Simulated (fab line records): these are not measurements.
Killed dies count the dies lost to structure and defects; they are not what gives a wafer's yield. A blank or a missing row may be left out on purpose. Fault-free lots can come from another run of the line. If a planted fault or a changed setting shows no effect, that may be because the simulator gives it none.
Matching of chambers | flow nand harc | 4 sister chambers for NHARC_P_M1_CMP_23 on cmp-04
The step polishes, t overpolish 20 s, target thk 157.82 nm. 8 wafers are shown with their chamber, then 12 later ones without.

WAFERS PAIRED WITH THEIR CHAMBERS
wafer  | chamber | motor current A (A) | time to endpoint s (s)
L074.4 | 2       | 11.8                | 29.1
L083.4 | 0       | 14.1                | 26.1
L083.5 | 3       | 10.8                | 32.7
L089.5 | 1       | 10.6                | 30.8
L089.6 | 0       | 13.9                | 26.7
L091.3 | 3       | 10.9                | 34.3
L091.4 | 1       | 10.7                | 32.5
L091.5 | 2       | 12.8                | 30.3

WAFERS WITH NO CHAMBER GIVEN
wafer  | motor current A (A) | time to endpoint s (s)
L090.1 | 12.3                | 32.3
L090.4 | 13.9                | 28.1
L090.5 | 13.5                | 30.8
L093.1 | 11.3                | 32.2
L093.3 | 10.7                | 33.2
L093.5 | 11.0                | 34.5
L097.1 | 12.0                | 31.2
L097.2 | 10.7                | 29.9
L097.6 | 10.9                | 30.3
L095.1 | 11.9                | 32.0
L095.3 | 11.5                | 34.5
L095.5 | 11.2                | 37.3

WHICH CHAMBER EACH ONE RAN IN
wafer  | from the rows above          | in truth
L090.1 | can't be placed: 2 or 3 or 1 | 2
L090.4 | 0                            | 0
L090.5 | can't be placed: 2 or 0      | 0
L093.1 | can't be placed: 3 or 1 or 2 | 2
L093.3 | can't be placed: 3 or 1      | 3
L093.5 | 3                            | 3
L097.1 | can't be placed: 2 or 1      | 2
L097.2 | can't be placed: 1 or 3      | 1
L097.6 | can't be placed: 1 or 3      | 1
L095.1 | can't be placed: 2 or 3 or 1 | 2
L095.3 | can't be placed: 3 or 1      | 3
L095.5 | 3                            | 3
Placed correctly: 3 of 12. Can't be placed from these rows: 9 (the true chamber is among the candidates in 9). Placed wrongly: 0.
How it was worked out, from the rows above alone: a wafer's distance from a chamber is the root of the sum, over the readings, of the square of ((its reading less the chamber's mean) divided by the reading's scatter). The wafer belongs to the nearest chamber; if the next one is less than 2 further off, it can't be placed. The mean given for a chamber averages the wafers shown for that chamber. The scatter: take each reading less its chamber's mean, square it, sum over the shown wafers, divide by the number of wafers less the number of chambers, and take the root.
